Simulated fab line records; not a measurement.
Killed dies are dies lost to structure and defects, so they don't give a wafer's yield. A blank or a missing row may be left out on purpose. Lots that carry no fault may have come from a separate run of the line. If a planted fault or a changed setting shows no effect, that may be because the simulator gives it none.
Matching of chambers / flow n5-finfet / 4 sister chambers for N5_BEOL_M15_VIA_ETCH_16 on rie-diel-02
The step etches SiO2 in C4F8/O2/Ar, target depth 1792.2 nm. 4 wafers are shown with their chamber, then 12 later ones without.

## WAFERS WITH THEIR CHAMBER
wafer=L080.5; chamber=0; showerhead-plenum-p-Torr (Torr)=3.41
wafer=L086.4; chamber=3; showerhead-plenum-p-Torr (Torr)=3.50
wafer=L089.2; chamber=1; showerhead-plenum-p-Torr (Torr)=3.31
wafer=L089.6; chamber=2; showerhead-plenum-p-Torr (Torr)=3.17

## WAFERS WITH NO CHAMBER GIVEN
wafer=L088.3; showerhead-plenum-p-Torr (Torr)=3.17
wafer=L088.5; showerhead-plenum-p-Torr (Torr)=3.49
wafer=L088.6; showerhead-plenum-p-Torr (Torr)=3.17
wafer=L087.2; showerhead-plenum-p-Torr (Torr)=3.31
wafer=L087.3; showerhead-plenum-p-Torr (Torr)=3.49
wafer=L087.5; showerhead-plenum-p-Torr (Torr)=3.49
wafer=L090.2; showerhead-plenum-p-Torr (Torr)=3.39
wafer=L090.4; showerhead-plenum-p-Torr (Torr)=3.49
wafer=L090.5; showerhead-plenum-p-Torr (Torr)=3.39
wafer=L094.2; showerhead-plenum-p-Torr (Torr)=3.39
wafer=L094.3; showerhead-plenum-p-Torr (Torr)=3.30
wafer=L094.4; showerhead-plenum-p-Torr (Torr)=3.30

## WHICH CHAMBER EACH ONE RAN IN
wafer=L088.3; from the rows above=2; in truth=2
wafer=L088.5; from the rows above=3; in truth=3
wafer=L088.6; from the rows above=2; in truth=2
wafer=L087.2; from the rows above=1; in truth=1
wafer=L087.3; from the rows above=3; in truth=3
wafer=L087.5; from the rows above=3; in truth=3
wafer=L090.2; from the rows above=0; in truth=0
wafer=L090.4; from the rows above=3; in truth=3
wafer=L090.5; from the rows above=0; in truth=0
wafer=L094.2; from the rows above=0; in truth=0
wafer=L094.3; from the rows above=1; in truth=1
wafer=L094.4; from the rows above=1; in truth=1
Correct placement for 12 of the 12. Number that these rows cannot place: 0. Wrongly placed: 0.
How it was worked out, from the rows above alone: a wafer's distance from a chamber is the root of the sum, over the readings, of the square of ((its reading less the chamber's mean) divided by the reading's scatter). The wafer belongs to the nearest chamber; if the next one is less than 2 further off, it can't be placed. A chamber's mean is the mean of its shown wafers. The scatter: root of mean squared gap, hidden wafer to nearest shown wafer, with one shown wafer a chamber.
